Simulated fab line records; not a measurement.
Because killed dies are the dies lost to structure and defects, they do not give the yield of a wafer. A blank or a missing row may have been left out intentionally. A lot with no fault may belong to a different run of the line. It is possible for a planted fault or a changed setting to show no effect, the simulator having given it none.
Matching of chambers ; flow nand-harc ; pecvd-04 running NHARC_A_M0_PRE_CLEAN_31: 3 sister chambers
The step time 12 s. 18 wafers are shown with their chamber, then 9 later ones without.

## EACH WAFER AND ITS CHAMBER
wafer;chamber;heater-power-w (W);rf-fwd-power-W (W)
L077.3;1;582;292.4
L077.4;1;586;293.0
L077.5;1;584;293.5
L079.2;2;558;293.0
L079.3;0;529;293.1
L079.5;0;554;293.0
L080.3;0;593;292.9
L080.5;0;585;292.2
L080.6;2;538;293.0
L084.4;0;590;293.4
L084.5;1;547;293.4
L084.6;2;576;290.7
L089.3;2;538;294.1
L089.5;0;538;293.0
L089.6;1;554;292.5
L092.1;2;572;290.7
L092.2;1;600;291.9
L092.5;0;529;291.3

SIGNATURES (means of the wafers above)
reading;chamber 0;chamber 1;chamber 2;scatter within a chamber
heater-power-w;559.71;575.50;556.40;23.8
rf-fwd-power-W;292.700;292.783;292.300;0.979
Rule: for a wafer and a chamber, the distance is found by dividing, reading by reading, the gap between the wafer's reading and the chamber's mean by the reading's scatter, squaring, summing and taking the root. The wafer belongs to the nearest chamber; if the next one is less than 2 further off, it can't be placed. The scatter is the square root of a quotient: the sum, over the shown wafers, of each reading's squared deviation from its chamber's mean, divided by wafers minus chambers.

## WAFERS WITHOUT THEIR CHAMBER
wafer;heater-power-w (W);rf-fwd-power-W (W)
L093.2;608;292.5
L093.3;572;291.7
L093.4;596;292.7
L096.1;585;292.7
L096.3;552;292.2
L096.6;538;292.3
L097.1;581;291.7
L097.2;575;293.8
L097.5;562;291.5

## WHICH CHAMBER EACH WENT THROUGH
wafer;from the rows above;in truth
L093.2;can't be placed: 1 or 0 or 2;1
L093.3;can't be placed: 2 or 1 or 0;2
L093.4;can't be placed: 1 or 0 or 2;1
L096.1;can't be placed: 1 or 0 or 2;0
L096.3;can't be placed: 2 or 0 or 1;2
L096.6;can't be placed: 2 or 0 or 1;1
L097.1;can't be placed: 1 or 2 or 0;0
L097.2;can't be placed: 1 or 0 or 2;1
L097.5;can't be placed: 2 or 0 or 1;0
Correct placement for 0 of the 9. Can't be placed from these rows: 9 (the true chamber is among the candidates in 9). 0 placed wrongly.
